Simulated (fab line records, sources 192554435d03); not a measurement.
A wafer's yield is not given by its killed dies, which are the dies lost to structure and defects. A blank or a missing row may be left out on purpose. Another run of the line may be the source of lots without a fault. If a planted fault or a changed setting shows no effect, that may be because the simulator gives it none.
Chamber matching || flow n5-finfet || ald-metal-03 running N5_HKMG_FIN_ALD_91: 4 sister chambers
The step deposits TiN, target thk 1 nm, pulse time 1 s, purge time 3 s. 4 wafers are shown with their chamber, then 9 later ones without.

== WAFERS PAIRED WITH THEIR CHAMBERS ==
{"wafer": "L085.6", "chamber": 1, "heater-power-w (W)": 1045}
{"wafer": "L091.1", "chamber": 0, "heater-power-w (W)": 779}
{"wafer": "L091.2", "chamber": 3, "heater-power-w (W)": 975}
{"wafer": "L091.3", "chamber": 2, "heater-power-w (W)": 812}

== WAFERS WITH NO CHAMBER GIVEN ==
{"wafer": "L094.1", "heater-power-w (W)": 967}
{"wafer": "L094.5", "heater-power-w (W)": 775}
{"wafer": "L094.6", "heater-power-w (W)": 970}
{"wafer": "L095.2", "heater-power-w (W)": 946}
{"wafer": "L095.3", "heater-power-w (W)": 1070}
{"wafer": "L095.4", "heater-power-w (W)": 778}
{"wafer": "L097.2", "heater-power-w (W)": 794}
{"wafer": "L097.4", "heater-power-w (W)": 967}
{"wafer": "L097.5", "heater-power-w (W)": 1052}

== WHICH CHAMBER EACH ONE RAN IN ==
{"wafer": "L094.1", "from the rows above": 3, "in truth": 3}
{"wafer": "L094.5", "from the rows above": 0, "in truth": 0}
{"wafer": "L094.6", "from the rows above": 3, "in truth": 3}
{"wafer": "L095.2", "from the rows above": 3, "in truth": 3}
{"wafer": "L095.3", "from the rows above": 1, "in truth": 1}
{"wafer": "L095.4", "from the rows above": 0, "in truth": 0}
{"wafer": "L097.2", "from the rows above": "can't be placed: 0 or 2", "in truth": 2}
{"wafer": "L097.4", "from the rows above": 3, "in truth": 3}
{"wafer": "L097.5", "from the rows above": 1, "in truth": 1}
8 of 9 placed correctly. From these rows, 1 cannot be placed; in 1 the true chamber is one of the candidates. Placed wrongly: 0.
How it was worked out, from the rows above alone: a wafer's distance from a chamber is the root of the sum, over the readings, of the square of ((its reading less the chamber's mean) divided by the reading's scatter). If the next closest chamber is less than 2 further off than the closest, the wafer can't be placed; otherwise it belongs to the closest. A chamber's mean is the mean of its shown wafers. The scatter: with one shown wafer a chamber, the root of the mean of the squares of how far each hidden wafer lies from its nearest shown one.
